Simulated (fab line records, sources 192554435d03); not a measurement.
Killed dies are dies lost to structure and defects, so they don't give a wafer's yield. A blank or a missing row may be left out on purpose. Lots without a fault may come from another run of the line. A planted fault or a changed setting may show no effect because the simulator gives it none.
fab line records | flow n5_finfet
record lots=5 wafers=15 last_day=16
route steps=1938 shown FIN_CUT@157 BEOL_M4@1111 PASSIVATION@1936
lots that met no fault: from a run of the same line without faults
start_h: hours from the record's first day to the start of the lot's first wafer shown | wait_h: hours since the lot's step before | " the same as in the row above | L1.1+2: a row that stands for several wafers | - no value, or no start given | * or withheld: withheld | < > ~ a bound
route shown NAME@n: a module of which the file shows steps, and the number in the route of the first | usual: mean/standard deviation of fault-free wafers | same: alike in all rows | chamber/n: place in a boat | sites: the reading at each site | _std_site: their standard deviation | _edge_site: outer sites' mean less inner sites' | radius_mm: how far each site lies from the wafer's centre | mask NAME#n: copy n | behind: the tool/chamber that last shaped the wafer | hold: why the lot was held/for how many hours/how that ended | device: the transistor (n, p or np) that didn't switch | end of line: the same wafers' tests at the end of the route | a step without rows: its recipe alone | killed: dies lost to structure and defects at the first sort, not the wafer's yield | map: a wafer's dies, x killed, . not, _ none there
set.NAME: the setting as run; set.NAME@STEP: as run at that earlier step | model.NAME: the simulator's own value behind a step, which no gauge read
lots at some steps of the route; a table a step, a row a wafer
services: from which hour (start_h, from the record's first day; less than 0 if before it) a tool's chamber was out of use, for how many hours, and why
## steps
# step N5_FIN_CUT_COAT_02
# recipe resist=CAR-EUV spin_rpm=1500 resist_thk_nm=30
# step N5_FIN_CUT_EBR_04
# recipe solvent=PGMEA ebr_width_mm=1.5
# step N5_FIN_CUT_SOFTBAKE_03
# recipe temp_c=110 time_s=60 resist=CAR-EUV
# step N5_FIN_CUT_EXPOSE_05
# recipe mask_id=FIN_CUT na=0.33 source_shape=annular sigma_inner=0.35 sigma_outer=0.8 polarization=unpolarized dose_mj=45.75
# step N5_FIN_CUT_PEB_06
# recipe peb_temp_c=100 peb_time_s=60 resist=CAR-EUV
# step N5_FIN_CUT_DEVELOP_07
# recipe develop_time_s=30 developer=TMAH resist=CAR-EUV rinse_liquid=surfactant_rinse dry=air_spin dev_temp_c=23
# step N5_FIN_CUT_CD_MEAS_08
# recipe target_cd_nm=29.1 landing_energy_ev=500 detector=se_inlens polarity=opening
# usual cd_nm=29.02/0.24
# columns lot.wafer tool chamber start_h wait_h cd_nm
L597.2 cd_sem-01 0 27.03 - 29.07
L597.4 " 0 " " 29.05
L597.6 " 0 " " 29.18
L600.1 cd_sem-01 0 45.90 - 28.79
L600.3 " 0 " " 28.62
L600.5 " 0 " " 28.70
L609.1 cd_sem-03 0 106.79 - 28.60
L609.3 " 0 " " 28.90
L609.6 " 0 " " 29.44
L615.1 cd_sem-03 0 135.86 - 29.00
L615.3 " 0 " " 28.84
L615.6 " 0 " " 29.22
L617.4 cd_sem-02 0 146.80 - 28.94
L617.5 " 0 " " 28.72
L617.6 " 0 " " 28.94
# step N5_FIN_CUT_OVL_MEAS_09
# recipe points_per_wafer=522
# usual FIN_CUT_OVL=-0.3/0.74
# same points_per_wafer=522
# columns lot.wafer tool chamber start_h wait_h FIN_CUT_OVL[nm]
L597.2 overlay-01 0 27.06 0.0 0.2
L597.4 " 0 " " -0.2
L597.6 " 0 " " 0.2
L600.1 overlay-01 0 45.94 0.0 -1.9
L600.3 " 0 " " -0.1
L600.5 " 0 " " -1.5
L609.1 overlay-02 0 106.83 0.0 0.1
L609.3 " 0 " " -0.3
L609.6 " 0 " " -0.3
L615.1 overlay-02 0 135.89 0.0 -0.4
L615.3 " 0 " " 0.7
L615.6 " 0 " " -0.6
L617.4 overlay-01 0 146.85 0.0 0.8
L617.5 " 0 " " 0.6
L617.6 " 0 " " 0.6
# step N5_FIN_CUT_INSPECT_10
# recipe mode=adi inspect_instrument=brightfield
# usual raw_defect_count=42/11
# columns lot.wafer tool chamber start_h wait_h raw_defect_count
L597.2 defect_inspect-01 - 27.12 0.0 44
L597.4 " - " " 44
L597.6 " - " " 27
L600.1 defect_inspect-02 - 46.00 0.1 33
L600.3 " - " " 33
L600.5 " - " " 34
L609.1 defect_inspect-02 - 106.88 0.1 37
L609.3 " - " " 37
L609.6 " - " " 44
L615.1 defect_inspect-02 - 135.95 0.1 25
L615.3 " - " " 30
L615.6 " - " " 30
L617.4 defect_inspect-01 - 146.89 0.0 29
L617.5 " - " " 24
L617.6 " - " " 30
# step N5_FIN_CUT_DESCUM_13
# recipe chemistry=O2 time_s=7 source_power_w=50 bias_power_w=20 pressure_mtorr=20 rf_frequency_hz=2.712e+07 temp_c=40 resist=CAR-EUV o2_flow_sccm=225
# usual drypump_motor_current_A=5.9/0.55 oes_product_au=0.79/0.088 rf_vpp_V=243.1/1.2 showerhead_plenum_p_Torr=2.09/0.057 throttle_valve_pct=20.37/0.29
# columns lot.wafer tool chamber start_h wait_h drypump_motor_current_A oes_product_au rf_hours_counter_h rf_vpp_V showerhead_plenum_p_Torr throttle_valve_pct
L597.2 rie_diel-01 0 27.15 0.0 5.1 0.68 252 243.3 2.07 20.44
L597.4 " 3 " " 6.2 0.76 - 243.4 2.11 20.22
L597.6 " 0 " " 5.1 0.68 - 242.2 2.07 20.42
L600.1 rie_diel-02 1 46.04 0.0 5.4 0.79 122 243.3 2.07 20.04
L600.3 " 2 " " 6.2 0.67 232 241.4 1.97 20.48
L600.5 " 2 " " 6.2 0.68 - 242.7 1.97 20.47
L609.1 rie_diel-02 0 106.94 0.1 5.6 0.70 224 243.1 2.15 20.66
L609.3 " 3 " " 6.0 0.71 150 242.9 2.11 20.92
L609.6 " 0 " " 5.6 0.70 - 243.9 2.15 20.65
L615.1 rie_diel-01 1 136.20 0.3 6.4 0.90 29 244.8 2.13 20.56
L615.3 " 0 " " 5.1 0.94 22 242.2 2.06 20.10
L615.6 " 3 " " 6.3 0.75 - 244.3 2.10 20.26
L617.4 rie_diel-01 3 146.92 0.0 6.3 0.75 170 242.1 2.10 20.26
L617.5 " 3 " " 6.3 0.75 - 242.7 2.10 20.26
L617.6 " 0 " " 5.1 0.92 - 243.1 2.06 20.11
# step N5_FIN_CUT_ETCH_30
# recipe chemistry=N2/H2 target=underlayer target_depth_a=130 mask_material=CAR-EUV time_s=10.4 ion_energy_ev=200 pressure_mtorr=30 source_w=840 bias_w=150 n2_flow_sccm=200 h2_flow_sccm=200 ends=cleared
# step N5_FIN_CUT_ETCH_20
# recipe chemistry=CF4 target=SiARC target_depth_a=260 mask_material=CAR-EUV time_s=43.3 ion_energy_ev=80 pressure_mtorr=40 source_w=545 bias_w=36 Ar_flow_sccm=100 cf4_flow_sccm=100 ends=cleared
# step N5_FIN_CUT_ETCH_21
# recipe chemistry=N2/H2 target=SOC target_depth_a=2190 overetch_a=438 mask_material=SiARC temp_c=40 ion_energy_ev=100 bias_w=61 time_s=523.5 pressure_mtorr=30 source_w=850 n2_flow_sccm=200 h2_flow_sccm=200
# usual drypump_motor_current_A=6.0/0.55 n2_flow_sccm=200.0/0.53 oes_product_au=0.73/0.073 rf_vpp_V=240.5/1.3 showerhead_plenum_p_Torr=2.53/0.077 throttle_valve_pct=17.73/0.29
# columns lot.wafer tool chamber start_h wait_h drypump_motor_current_A n2_flow_sccm oes_product_au rf_hours_counter_h rf_vpp_V showerhead_plenum_p_Torr throttle_valve_pct model.SiARC_of_FIN_CUT_COAT_19.thk_nm model.FIN_CUT.cd_offset_nm
L597.2 rie_diel-01 0 27.24 0.0 5.1 199.9 0.62 252 241.2 2.50 17.89 12.2 0.4
L597.4 " 3 " " 6.3 200.6 0.72 - 240.1 2.52 17.26 12.4 0.4
L597.6 " 0 " " 5.1 199.9 0.63 - 241.0 2.50 17.89 12 0.2
L600.1 rie_diel-02 1 46.13 0.0 5.4 200.6 0.73 122 238.5 2.56 17.68 11.8 0
L600.3 " 2 " " 6.2 200.3 0.63 232 239.9 2.39 17.85 12.2 0
L600.5 " 2 " " 6.2 201.2 0.63 - 238.7 2.39 17.86 12.2 -0.2
L609.1 rie_diel-02 0 107.04 0.0 5.6 200.1 0.65 224 242.3 2.64 18.28 7.8 2.8
L609.3 " 3 " " 6.0 198.9 0.67 150 240.6 2.53 18.03 12.2 -0.4
L609.6 " 0 " " 5.6 200.7 0.65 - 240.4 2.64 18.26 12.4 -0.4
L615.1 rie_diel-01 1 136.29 0.0 6.3 199.7 0.83 29 241.6 2.58 17.78 12.2 -0.2
L615.3 " 0 " " 5.1 199.5 0.83 22 239.3 2.49 17.49 11.4 0
L615.6 " 3 " " 6.3 199.8 0.69 - 241.3 2.51 17.32 12.2 0.6
L617.4 rie_diel-01 3 147.01 0.0 6.3 199.1 0.69 170 240.3 2.51 17.31 12.2 0.6
L617.5 " 3 " " 6.3 199.8 0.70 - 241.5 2.51 17.31 12.2 0.8
L617.6 " 0 " " 5.1 199.7 0.82 - 240.4 2.49 17.51 11.6 0.2
# step N5_FIN_CUT_STRIP_23
# recipe chemistry=N2/H2 temp_c=40 n2_flow_sccm=200 h2_flow_sccm=200 rf_frequency_hz=6e+07
# step N5_FIN_CUT_STRIP_31
# recipe chemistry=N2/H2 temp_c=40 n2_flow_sccm=200 h2_flow_sccm=200 rf_frequency_hz=6e+07
# step N5_FIN_CUT_STRIP_24
# recipe chemistry=CF4 resist=SiARC power_w=300 bias_power_w=75 pressure_mtorr=50 cf4_flow_sccm=150 rf_frequency_hz=6e+07
# usual drypump_motor_current_A=5.9/0.55 oes_product_au=0.78/0.079 rf_vpp_V=271.0/1.4 showerhead_plenum_p_Torr=1.79/0.039 throttle_valve_pct=13.52/0.23
# columns lot.wafer tool chamber start_h wait_h drypump_motor_current_A oes_product_au rf_hours_counter_h rf_vpp_V showerhead_plenum_p_Torr throttle_valve_pct
L597.2 rie_diel-01 0 27.57 0.0 5.1 0.67 253 269.8 1.77 13.69
L597.4 " 3 " " 6.3 0.78 - 271.1 1.79 13.28
L597.6 " 0 " " 5.1 0.67 - 270.6 1.77 13.69
L600.1 rie_diel-02 1 46.45 0.0 5.4 0.78 122 270.1 1.80 13.50
L600.3 " 2 " " 6.2 0.67 232 270.6 1.71 13.85
L600.5 " 2 " " 6.2 0.67 - 267.1 1.71 13.83
L609.1 rie_diel-02 0 107.36 0.0 5.6 0.70 224 273.9 1.81 13.79
L609.3 " 3 " " 6.0 0.73 150 270.2 1.81 13.91
L609.6 " 0 " " 5.6 0.70 - 273.2 1.81 13.78
L615.1 rie_diel-01 1 136.62 0.0 6.4 0.90 29 273.5 1.81 13.46
L615.3 " 0 " " 5.1 0.89 22 270.0 1.76 13.19
L615.6 " 3 " " 6.3 0.75 - 270.6 1.78 13.35
L617.4 rie_diel-01 3 147.34 0.0 6.3 0.75 170 271.4 1.78 13.37
L617.5 " 3 " " 6.2 0.75 - 272.0 1.78 13.35
L617.6 " 0 " " 5.1 0.88 - 269.9 1.76 13.18
# step N5_FIN_CUT_CUT_ETCH_26
# recipe chemistry=CH3F/O2 target=SiNx target_depth_a=390 mask_material=SOC time_s=55.7 pressure_mtorr=30 source_w=395 bias_w=73 Ar_flow_sccm=150 CH3F_flow_sccm=30 O2_flow_sccm=20 ion_energy_ev=120
# step N5_FIN_CUT_CUT_ETCH_27
# recipe chemistry=CHF3/O2 target=SiO2 target_depth_a=40 mask_material=SOC overetch_a=20 time_s=4.9 pressure_mtorr=30 source_w=650 bias_w=170 Ar_flow_sccm=200 CHF3_flow_sccm=50 O2_flow_sccm=5 ion_energy_ev=200
# usual O2_flow_sccm=5.002/0.015 drypump_motor_current_A=5.9/0.55 oes_product_au=0.63/0.063 rf_vpp_V=521/15 showerhead_plenum_p_Torr=2.39/0.072 throttle_valve_pct=18.71/0.29
# columns lot.wafer tool chamber start_h wait_h O2_flow_sccm drypump_motor_current_A oes_product_au rf_hours_counter_h rf_vpp_V showerhead_plenum_p_Torr throttle_valve_pct
L597.2 rie_diel-01 0 27.63 0.0 4.995 5.1 0.53 253 529 2.35 18.67
L597.4 " 3 " " 4.995 6.2 0.62 - 515 2.40 18.43
L597.6 " 0 " " 5.002 5.1 0.53 - 528 2.35 18.67
L600.1 rie_diel-02 1 46.52 0.0 4.983 5.4 0.62 122 523 2.42 18.69
L600.3 " 2 " " 4.971 6.2 0.54 232 506 2.29 18.95
L600.5 " 2 " " 4.978 6.2 0.54 - 506 2.29 18.96
L609.1 rie_diel-02 0 107.43 0.0 5.011 5.6 0.56 224 497 2.47 19.10
L609.3 " 3 " " 4.983 6.0 0.58 150 535 2.40 19.08
L609.6 " 0 " " 4.996 5.5 0.56 - 495 2.47 19.11
L615.1 rie_diel-01 1 136.68 0.0 4.999 6.3 0.72 29 500 2.47 19.01
L615.3 " 0 " " 5.004 5.1 0.71 22 530 2.34 18.32
L615.6 " 3 " " 5.006 6.3 0.60 - 517 2.39 18.51
L617.4 rie_diel-01 3 147.40 0.0 4.999 6.3 0.60 170 516 2.39 18.49
L617.5 " 3 " " 5.017 6.3 0.59 - 517 2.39 18.49
L617.6 " 0 " " 4.994 5.1 0.69 - 529 2.34 18.31
# step N5_FIN_CUT_PRECLEAN_35
# recipe time_s=13.3 temp_c=45 pressure_torr=125 p_hf_torr=3 p_coreactant_torr=25 chemistry=vHF
# step N5_FIN_CUT_CUT_ETCH_15
# recipe chemistry=HBr/Cl2/O2 target=Si target_depth_a=1000 bt_time_s=10 mask_material=SOC time_s=42.4 ion_energy_ev=* bias_w=* pressure_mtorr=10 icp_w=800 HBr_flow_sccm=150 Cl2_flow_sccm=80 O2_flow_sccm=12
# usual HBr_flow_sccm=150.1/0.45 O2_flow_sccm=12.00/0.037 drypump_motor_current_A=5.6/0.47 mfc_cl2_sccm=80.03/0.23 oes_product_au=1.004/0.013 throttle_valve_pct=37.1/0.5
# same bt_time_s=10
# columns lot.wafer tool chamber start_h wait_h HBr_flow_sccm O2_flow_sccm drypump_motor_current_A mfc_cl2_sccm oes_product_au rf_hours_counter_h throttle_valve_pct
L597.2 rie_si-06 1 27.78 0.1 150.5 12.05 5.4 79.99 0.980 115 37.7
L597.4 " 3 " " 150.7 11.95 4.8 80.32 1.015 - 37.6
L597.6 " 0 " " 149.5 11.95 5.5 80.00 1.014 - 36.6
L600.1 rie_si-06 1 46.67 0.1 150.5 12.03 5.4 80.10 0.983 116 37.7
L600.3 " 0 " " 149.9 12.00 5.5 79.92 1.009 129 36.6
L600.5 " 1 " " 150.5 12.00 5.4 80.63 0.979 - 37.7
L609.1 rie_si-04 0 107.57 0.1 150.3 11.90 6.4 80.33 1.001 46 37.4
L609.3 " 1 " " 149.8 12.05 6.0 79.53 1.018 59 36.2
L609.6 " 0 " " 150.1 11.93 6.4 79.87 0.998 - 37.4
L615.1 rie_si-02 1 136.97 0.1 150.2 12.05 5.4 80.20 0.978 38 37.2
L615.3 " 2 " " 149.1 12.00 5.3 79.86 1.004 135 37.0
L615.6 " 1 " " 150.3 11.99 5.4 79.95 0.983 - 37.2
L617.4 rie_si-04 2 147.55 0.0 150.0 12.02 6.2 80.10 1.014 122 37.6
L617.5 " 1 " " 150.6 11.94 6.0 79.84 1.022 - 36.1
L617.6 " 0 " " 150.6 12.03 6.4 80.27 0.998 - 37.4
# step N5_FIN_CUT_CUT_ETCH_28
# recipe chemistry=HBr/Cl2/O2 target=Si target_depth_a=60 mask_material=SOC time_s=2.4 ion_energy_ev=* bias_w=* pressure_mtorr=10 icp_w=800 HBr_flow_sccm=150 Cl2_flow_sccm=80 O2_flow_sccm=12
# usual HBr_flow_sccm=150.0/0.47 O2_flow_sccm=12.00/0.036 drypump_motor_current_A=5.6/0.47 mfc_cl2_sccm=80.02/0.23 oes_product_au=1.004/0.013 throttle_valve_pct=37.1/0.5
# columns lot.wafer tool chamber start_h wait_h HBr_flow_sccm O2_flow_sccm drypump_motor_current_A mfc_cl2_sccm oes_product_au rf_hours_counter_h throttle_valve_pct model.FIN_CUT.cd_offset_nm
L597.2 rie_si-06 1 27.84 0.0 150.1 12.03 5.4 79.69 0.978 115 37.7 -0.2
L597.4 " 3 " " 150.8 12.01 4.8 79.52 1.025 - 37.6 0
L597.6 " 0 " " 150.5 12.02 5.5 79.89 1.001 - 36.6 -0.2
L600.1 rie_si-06 1 46.72 0.0 150.6 11.99 5.4 79.78 0.981 116 37.7 -0.2
L600.3 " 0 " " 150.1 12.01 5.5 79.56 0.999 129 36.6 0
L600.5 " 1 " " 150.3 12.00 5.5 80.18 0.982 - 37.7 -0.2
L609.1 rie_si-04 0 107.63 0.0 150.3 11.92 6.4 80.03 0.999 46 37.4 3.2
L609.3 " 1 " " 150.3 12.02 6.1 80.19 1.017 59 36.1 0
L609.6 " 0 " " 150.3 11.97 6.4 80.08 1.002 - 37.4 0
L615.1 rie_si-02 1 137.02 0.0 150.2 11.95 5.4 80.23 0.985 38 37.2 -0.8
L615.3 " 2 " " 149.4 12.00 5.3 79.94 0.993 135 37.0 -0.4
L615.6 " 1 " " 150.7 11.98 5.4 79.79 0.983 - 37.2 0.2
L617.4 rie_si-04 2 147.61 0.0 150.2 12.03 6.2 80.01 1.019 122 37.6 0.6
L617.5 " 1 " " 150.3 11.98 6.0 79.78 1.018 - 36.1 0.8
L617.6 " 0 " " 150.2 11.95 6.4 80.10 0.992 - 37.4 0.2
# step N5_FIN_CUT_STRIP_22
# recipe chemistry=N2/H2 power_w=500 temp_c=40 pressure_mtorr=50 rf_frequency_hz=6e+07 overash_fraction=0.3 bias_power_w=8 h2_frac=0.5 n2_flow_sccm=300 h2_flow_sccm=300
# usual drypump_motor_current_A=6.0/0.56 n2_flow_sccm=300.0/0.84 oes_product_au=0.79/0.094 rf_vpp_V=54.2/2.3 showerhead_plenum_p_Torr=3.36/0.1 throttle_valve_pct=18.9/0.4
# columns lot.wafer tool chamber start_h wait_h drypump_motor_current_A n2_flow_sccm oes_product_au rf_hours_counter_h rf_vpp_V showerhead_plenum_p_Torr throttle_valve_pct
L597.2 rie_diel-01 3 27.91 0.1 6.3 299.1 0.78 138 54.5 3.33 18.1
L597.4 " 2 " " 6.8 300.0 0.84 - 53.7 3.30 18.9
L597.6 " 3 " " 6.3 299.0 0.77 - 53.6 3.33 18.1
L600.1 rie_diel-04 3 46.79 0.0 6.7 300.5 0.87 90 52.7 3.24 18.6
L600.3 " 2 " " 5.7 299.2 0.76 125 56.8 3.25 18.6
L600.5 " 2 " " 5.8 300.1 0.78 - 54.0 3.25 18.6
L609.1 rie_diel-01 0 107.75 0.1 5.1 300.2 0.94 13 53.0 3.29 19.0
L609.3 " 1 " " 6.4 300.3 0.93 19 53.1 3.41 18.9
L609.6 " 3 " " 6.2 301.6 0.76 - 52.0 3.32 18.1
L615.1 rie_diel-02 3 137.21 0.2 6.0 299.5 0.72 163 57.3 3.33 19.2
L615.3 " 0 " " 5.6 299.6 0.70 237 53.7 3.48 19.6
L615.6 " 2 " " 6.2 301.1 0.98 - 55.6 3.55 18.6
L617.4 rie_diel-02 2 147.67 0.0 6.2 300.0 0.94 7 55.3 3.55 18.6
L617.5 " 0 " " 5.6 299.2 0.68 - 52.7 3.48 19.6
L617.6 " 3 " " 6.0 301.6 0.70 - 51.6 3.33 19.2
# step N5_BEOL_M4_RC_MEAS_101
# usual DIBL_N=36.9/2.1 DIBL_P=37.1/2.5 IOFF_N=0.17/0.039 IOFF_P=0.23/0.043 ION_N=673/15 ION_P=462/9.1 SS_N=71.8/0.69 SS_P=73.6/0.74 VT_N=250/3.6 VT_P=-249.7/2.9
# columns lot.wafer tool chamber start_h wait_h DIBL_N[mV/V] DIBL_P[mV/V] IOFF_N[nA/um] IOFF_P[nA/um] ION_N[uA/um] ION_P[uA/um] SS_N[mV/dec] SS_P[mV/dec] VT_N[mV] VT_P[mV]
L600.1 prober-01 0 180.64 0.0 37.8 38.7 0.20 0.24 678 455 71.4 73.9 246 -248.7
L600.3 " 0 " " 36.0 36.0 0.15 0.20 658 450 71.2 73.1 248 -253.2
L600.5 " 0 " " 37.2 36.7 0.18 0.21 678 458 71.3 73.7 249 -250.8
L597.2 prober-01 0 185.74 0.2 36.8 37.2 0.15 0.17 656 444 71.6 72.9 253 -253.3
L597.4 " 0 " " 35.9 36.2 0.14 0.17 670 448 71.2 72.6 253 -256.1
L597.6 " 0 " " 37.9 38.3 0.18 0.20 670 457 71.5 73.4 250 -251.9
L609.1 prober-02 0 242.29 0.0 34.7 36.9 0.15 0.22 672 462 71.4 73.3 252 -248.3
L609.3 " 0 " " 36.3 38.0 0.17 0.25 668 461 72.2 73.6 253 -250.1
L609.6 " 0 " " 32.3 33.3 0.12 0.17 649 450 72.0 71.9 255 -253.8
L615.1 prober-01 0 279.40 0.0 34.8 34.5 0.13 0.16 670 456 71.0 72.6 255 -254.5
L615.3 " 0 " " 34.7 35.2 0.12 0.17 648 450 71.9 73.1 256 -254.4
L615.6 " 0 " " 35.3 34.9 0.13 0.16 640 442 71.6 72.8 256 -255.4
L617.4 prober-02 0 284.32 0.5 34.1 34.3 0.13 0.19 661 460 71.3 72.4 254 -252.5
L617.5 " 0 " " 36.7 37.7 0.18 0.23 694 476 71.5 73.7 246 -250.5
L617.6 " 0 " " 35.0 35.4 0.15 0.20 682 471 70.8 74.0 251 -250.0
# step N5_PASSIVATION_PROBE_49
# usual defect_limited_yield=91.3/1.4 killed_at_M0_to_M3=32/9.5 killed_at_M4_up=14/5.2 killed_at_contacts=13/5.7 killed_at_front_end=41/12 killed_at_other=3.5/2.6 killed_dies=103/17 killed_open=68/14 killed_short=32/7 sort_bin_5_function=5.0/0.91 sort_bin_6_memory=3.3/0.7 sort_bin_8_speed=0.03/0.22 sort_n_pass=1076/17 sort_yield_pct=91.2/1.4
# same gross_dies=1180 killed_at_back_side=0 sort_bin_4_leakage[%]=0
# columns lot.wafer tool chamber start_h wait_h defect_limited_yield[%] killed_at_M0_to_M3 killed_at_M4_up killed_at_contacts killed_at_front_end killed_at_other killed_dies killed_open killed_short sort_bin_5_function[%] sort_bin_6_memory[%] sort_bin_8_speed[%] sort_n_pass sort_yield_pct[%]
L609.1 prober-01 - 341.68 0.0 89.7 27 14 11 68 2 122 65 36 5.4 2.9 0 1058 89.7
# killed by level:class
L609.1 FIN_CUT:area_etch=16 FIN_SAQP:geometric_particle:open=14 MOL_CONTACT_COAG:geometric_particle:open=10 BEOL_M0:geometric_particle:open=10 GATE_CUT:geometric_particle:short=9 BEOL_M1:geometric_particle:open=8 FIN_SAQP:geometric_particle:short=8 BEOL_M4:geometric_particle:open=7
## services
# columns tool chamber start_h hours kind
rie_si-04 0 4.48 13.7 repair
rie_si-04 1 19.82 12.1 repair
rie_diel-01 1 20.22 - clean
rie_diel-01 1 20.22 - consumable_replace:focus_ring
rie_diel-01 1 20.22 26.8 scheduled_down
rie_diel-01 1 20.22 26.8 vent_cycle
rie_diel-02 1 29.51 5.5 repair
rie_diel-01 3 31.66 14.4 repair
rie_si-02 3 35.58 0.9 repair
rie_diel-01 - 38.35 2.0 repair
rie_diel-01 0 47.03 - clean
rie_diel-01 0 47.03 - consumable_replace:focus_ring
rie_diel-01 0 47.03 14.6 scheduled_down
rie_diel-02 3 63.87 10.9 repair
rie_si-04 3 64.17 4.2 repair
rie_diel-02 3 75.88 2.6 repair
rie_si-02 - 83.82 28.1 pm
rie_si-06 1 103.48 8.0 repair
rie_diel-04 2 114.20 1.9 repair
rie_si-02 3 124.63 12.3 repair
rie_diel-04 - 131.63 0.8 repair
rie_diel-04 0 132.51 11.9 repair
rie_si-02 - 145.78 2.8 pm
rie_si-06 1 146.47 8.6 repair
## key
first_sign none at tools or gauges
model_effect step=N5_FIN_CUT_ETCH_21 value=SiARC_of_FIN_CUT_COAT_19.thk_nm without=12.4 struck=7.8
model_effect step=N5_FIN_CUT_CUT_ETCH_28 value=FIN_CUT.cd_offset_nm without=-0.2 struck=3.2
met_at N5_FIN_CUT_ETCH_21
struck_wafers L609.1
onset_between 46.13 107.04
fault kind=process_parameter_drift tool=rie_diel-02 chamber=- onset_h=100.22 steps=N5_FIN_CUT_ETCH_21 channel=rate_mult offset=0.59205 shape=step end_h=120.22 scope=struck_wafers_only
